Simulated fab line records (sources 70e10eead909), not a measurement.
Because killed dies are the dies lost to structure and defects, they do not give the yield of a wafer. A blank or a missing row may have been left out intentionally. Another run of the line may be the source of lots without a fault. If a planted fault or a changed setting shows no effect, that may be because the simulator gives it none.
fab line records ; flow nandHarc ; part 2 of 2: steps 27 to 32 of 32
record: lots: 5; wafers: 15; lastDay: 33
route steps=1302 shown P_GATE@116
lots that met no fault: from a run of the same line without faults
startH: start of the lot's first displayed wafer, in hours after the record's first day ; waitH: hours since the lot's step before ; " unchanged from the row above ; L1.1+2: a single row standing in for several wafers ; - either no value or no given start ; * or withheld: withheld ; < > ~ a bound
route shown NAME@n: names a module that has steps shown in the file, with the first one's number in the route ; usual: mean and standard deviation over wafers with no fault ; same: alike in all rows ; chamber/n: place in a boat ; sites: readings site by site ; _std_site: standard deviation of those values ; _edge_site: mean of outer sites minus mean of inner sites ; radiusMm: for every site, how far away it sits from the centre of the wafer ; mask NAME#n: copy n ; behind: tool/chamber where the wafer was last shaped ; hold: what put the lot on hold/how long, in hours/how the hold closed ; device: transistor that didn't switch, given as n, p or np ; end of line: tests run on the same wafers once the route is complete ; a step with no rows: only its recipe ; killed: count of dies lost to structure and defects at first sort (not the wafer's yield) ; map: a wafer's dies, x killed, . not, _ none there
set.NAME: setting as actually run; set.NAME@STEP: the setting as run at that earlier step ; model.NAME: the simulator's own value behind a step, which no gauge read
lots at some steps of the route; a table a step, a row a wafer
services: from which hour (startH, from the record's first day; less than 0 if before it) a tool's chamber was out of use, for how many hours, and why
== steps ==
step: NHARC_P_GATE_OVL_MEAS_27
usual: overlayXNm: 0.2/0.78; overlayYNm: -0.2/0.66
lot.wafer;tool;chamber;startH;waitH;overlayXNm;overlayYNm
L079.2;overlay-02;-;147.29;-;0.8;-1.4
L079.3;overlay-02;-;147.29;-;0.3;-0.1
L079.5;overlay-02;-;147.29;-;1.1;-0.8
L088.2;overlay-01;-;241.01;-;0.2;-0.5
L088.3;overlay-01;-;241.01;-;0.6;-0.7
L088.5;overlay-01;-;241.01;-;0.5;-0.3
L092.1;overlay-01;-;283.60;-;-0.2;0.7
L092.5;overlay-01;-;283.60;-;0.1;1.0
L092.6;overlay-01;-;283.60;-;-0.5;0.8
L094.2;overlay-01;-;298.21;-;1.1;-0.4
L094.3;overlay-01;-;298.21;-;1.0;-0.7
L094.5;overlay-01;-;298.21;-;0.8;-0.7
L097.4;overlay-02;-;330.94;-;0.7;0.4
L097.5;overlay-02;-;330.94;-;0.9;0.5
L097.6;overlay-02;-;330.94;-;0.8;0.2
step: NHARC_P_GATE_INSPECT_28
usual: rawDefectCount: 6.0/2.8
lot.wafer;tool;chamber;startH;waitH;rawDefectCount
L079.2;defectInspect-01;-;147.33;0.0;4
L079.3;defectInspect-01;-;147.33;0.0;8
L079.5;defectInspect-01;-;147.33;0.0;6
L088.2;defectInspect-01;-;241.05;0.0;2
L088.3;defectInspect-01;-;241.05;0.0;4
L088.5;defectInspect-01;-;241.05;0.0;6
L092.1;defectInspect-01;-;283.64;0.0;5
L092.5;defectInspect-01;-;283.64;0.0;5
L092.6;defectInspect-01;-;283.64;0.0;5
L094.2;defectInspect-02;-;298.25;0.0;2
L094.3;defectInspect-02;-;298.25;0.0;9
L094.5;defectInspect-02;-;298.25;0.0;9
L097.4;defectInspect-01;-;330.97;0.0;7
L097.5;defectInspect-01;-;330.97;0.0;13
L097.6;defectInspect-01;-;330.97;0.0;9
step: NHARC_P_GATE_DESCUM_31
recipe: timeS: 3; o2FlowSccm: 200; arFlowSccm: 0; biasPowerW: 0; chemistry: O2
usual: chamberPressureMTorr: 59.99/0.049; drypumpMotorCurrentA: 5.8/0.35; oesProductAu: 1.002/0.011; rfVppV: 57.4/0.79; showerheadPlenumPTorr: 1.85/0.067; throttleValvePct: 11.311/0.0091
lot.wafer;tool;chamber;startH;waitH;chamberPressureMTorr;drypumpMotorCurrentA;oesProductAu;rfHoursCounterH;rfVppV;showerheadPlenumPTorr;throttleValvePct
L079.3;rieDiel-08;3;147.39;0.1;59.97;5.3;0.998;5.8;57.4;1.79;11.300
L079.2;rieDiel-08;1;147.39;0.1;60.03;5.5;1.002;5.3;57.8;1.94;11.312
L079.5;rieDiel-08;3;147.39;0.1;59.98;5.3;1.002;-;56.8;1.79;11.301
L088.3;rieDiel-08;1;241.11;0.1;60.07;5.4;1.017;1.6;57.7;1.94;11.314
L088.2;rieDiel-08;0;241.11;0.1;59.96;5.9;1.020;1.7;56.6;1.81;11.312
L088.5;rieDiel-08;1;241.11;0.1;59.95;5.4;1.023;-;58.1;1.94;11.313
L092.1;rieDiel-07;0;283.70;0.1;59.98;6.3;0.989;5.0;57.4;1.96;11.324
L092.5;rieDiel-07;0;283.70;0.1;59.93;6.3;0.991;-;57.5;1.96;11.311
L092.6;rieDiel-07;1;283.70;0.1;60.00;6.0;1.009;-;56.9;1.90;11.306
L094.3;rieDiel-10;2;298.32;0.1;60.02;6.0;1.010;2.8;57.6;1.78;11.311
L094.2;rieDiel-10;3;298.32;0.1;60.02;6.1;0.991;2.6;58.2;1.78;11.310
L094.5;rieDiel-10;1;298.32;0.1;60.04;6.5;0.983;-;57.4;1.78;11.337
L097.4;rieDiel-08;3;331.03;0.1;59.98;5.3;1.011;6.9;56.7;1.78;11.289
L097.6;rieDiel-08;3;331.03;0.1;59.96;5.3;1.004;-;58.1;1.78;11.315
L097.5;rieDiel-08;0;331.03;0.1;60.03;5.9;1.018;-;56.0;1.81;11.311
step: NHARC_P_GATE_ETCH_104
recipe: targetDepthA: 600; timeS: withheld; cf4FlowSccm: 100; chf3FlowSccm: 30; arFlowSccm: 0; rfW: 500; biasW: 200; chemistry: CF4/CHF3
usual: biasW: 200.0/0.63; chamberPressureMTorr: 24.998/0.023; drypumpMotorCurrentA: 5.8/0.34; oesProductAu: 0.953/0.024; rfVppV: 369.1/2.1; showerheadPlenumPTorr: 1.53/0.053; throttleValvePct: 16.804/0.0086
lot.wafer;tool;chamber;startH;waitH;biasW;chamberPressureMTorr;drypumpMotorCurrentA;oesProductAu;rfVppV;showerheadPlenumPTorr;throttleValvePct
L079.3;rieDiel-08;2;147.48;0.1;200.1;24.993;5.7;0.974;367.0;1.49;16.793
L079.2;rieDiel-08;3;147.48;0.1;200.4;25.025;5.3;0.944;368.3;1.48;16.800
L079.5;rieDiel-08;0;147.48;0.1;200.5;24.990;5.9;0.948;367.3;1.49;16.800
L088.3;rieDiel-08;2;241.20;0.1;199.6;24.992;5.7;0.965;366.9;1.49;16.783
L088.2;rieDiel-08;3;241.20;0.1;200.6;25.013;5.3;0.987;366.2;1.47;16.802
L088.5;rieDiel-08;2;241.20;0.1;199.0;24.991;5.7;0.968;368.8;1.49;16.816
L092.1;rieDiel-07;1;283.79;0.1;200.4;25.020;6.0;0.930;370.8;1.56;16.796
L092.5;rieDiel-07;3;283.79;0.1;200.2;25.020;5.4;0.927;371.1;1.59;16.801
L092.6;rieDiel-07;0;283.79;0.1;200.3;25.005;6.3;0.919;372.3;1.61;16.795
L094.2;rieDiel-10;3;298.41;0.1;199.7;25.030;6.1;0.969;368.1;1.47;16.812
L094.3;rieDiel-10;1;298.41;0.1;201.2;25.039;6.5;0.946;367.0;1.47;16.823
L094.5;rieDiel-10;2;298.41;0.1;199.6;25.008;6.0;0.978;366.5;1.47;16.795
L097.4;rieDiel-08;3;331.12;0.1;199.3;25.003;5.3;0.963;367.8;1.47;16.794
L097.5;rieDiel-08;1;331.12;0.1;201.6;25.011;5.4;0.969;370.6;1.59;16.796
L097.6;rieDiel-08;2;331.12;0.1;201.5;25.021;5.7;0.961;367.3;1.49;16.816
step: NHARC_P_GATE_HM_OPEN_105
recipe: targetDepthA: 3600; o2FlowSccm: 400; cosFlowSccm: 20; arFlowSccm: 0; rfW: 500; biasW: 300; chemistry: O2/COS
usual: biasW: 300.0/0.87; chamberPressureMTorr: 20.001/0.018; drypumpMotorCurrentA: 5.8/0.35; oesProductAu: 1.004/0.01; rfVppV: 464.9/2.4; showerheadPlenumPTorr: 3.02/0.1; throttleValvePct: 28.328/0.0098
lot.wafer;tool;chamber;startH;waitH;biasW;chamberPressureMTorr;drypumpMotorCurrentA;oesProductAu;rfHoursCounterH;rfVppV;showerheadPlenumPTorr;throttleValvePct
L079.2;rieDiel-08;2;-;-;298.9;19.979;5.7;1.008;5.5;462.8;2.96;28.337
L079.3;rieDiel-08;1;-;-;298.4;19.946;5.5;0.998;5.3;467.7;3.17;28.329
L079.5;rieDiel-08;3;-;-;299.5;19.978;5.4;1.000;-;462.3;2.93;28.318
L088.2;rieDiel-08;3;-;-;300.1;20.007;5.3;1.003;1.3;464.5;2.93;28.325
L088.3;rieDiel-08;0;-;-;299.9;19.998;5.9;1.018;1.8;461.9;2.96;28.341
L088.5;rieDiel-08;2;-;-;299.5;20.013;5.7;1.009;-;462.9;2.96;28.329
L092.1;rieDiel-07;2;-;-;300.4;20.034;5.6;1.021;6.6;466.6;3.11;28.318
L092.5;rieDiel-07;2;-;-;301.2;19.998;5.6;1.011;-;466.9;3.11;28.356
L092.6;rieDiel-07;3;-;-;300.0;20.016;5.4;0.995;-;469.4;3.15;28.327
L094.3;rieDiel-10;1;-;-;300.1;20.020;6.5;0.988;2.9;462.6;2.91;28.329
L094.2;rieDiel-10;2;-;-;300.9;20.004;6.0;1.018;2.8;463.7;2.92;28.327
L094.5;rieDiel-10;1;-;-;300.5;20.010;6.5;0.983;-;462.0;2.91;28.333
L097.4;rieDiel-08;1;-;-;299.7;20.004;5.5;1.005;6.7;468.7;3.16;28.313
L097.6;rieDiel-08;3;-;-;301.1;19.986;5.4;1.010;-;465.3;2.92;28.337
L097.5;rieDiel-08;0;-;-;301.0;20.015;5.9;1.013;-;463.2;2.95;28.341
step: NHARC_P_GATE_STRIP_106
recipe: o2FlowSccm: 400; cosFlowSccm: 20; arFlowSccm: 0; biasW: 0; chemistry: O2/COS
lot.wafer;tool;chamber;startH;waitH
L079.3+2+5;rieDiel-08;2,3,0;-;-
L088.3+2+5;rieDiel-08;3,1,3;-;-
L092.1+5+6;rieDiel-07;0,3,0;-;-
L094.3+2+5;rieDiel-10;3,1,1;-;-
L097.4+5+6;rieDiel-08;2,2,3;-;-
== services ==
tool;chamber;startH;hours;kind
rieDiel-07;-;117.20;9.0;pm
lithoTrack-05;-;124.01;7.0;pm
krfScanner-03;-;128.64;1.6;repair
lithoTrack-01;-;155.00;7.0;pm
lithoTrack-06;-;179.00;7.0;pm
rieDiel-08;-;190.80;9.0;pm
lithoTrack-04;-;203.00;7.0;pm
rieDiel-07;1;215.89;7.1;repair
krfScanner-03;-;224.02;4.0;pm
lithoTrack-02;-;227.00;7.0;pm
rieDiel-10;-;242.50;9.0;pm
aclDep-02;-;243.58;13.0;pm
wetBench-02;-;244.00;8.0;pm
krfScanner-03;-;259.53;20.3;repair
wetBench-05;-;260.80;8.0;pm
rieDiel-08;-;262.65;0.3;repair
lithoTrack-03;-;275.00;7.0;pm
rieDiel-10;-;276.55;0.3;repair
rieDiel-10;0;281.81;17.0;repair
rieDiel-07;-;294.20;9.0;pm
lithoTrack-05;-;299.01;7.0;pm
krfScanner-03;-;304.39;0.5;repair
rieDiel-08;2;324.83;2.6;repair
lithoTrack-01;-;330.00;7.0;pm
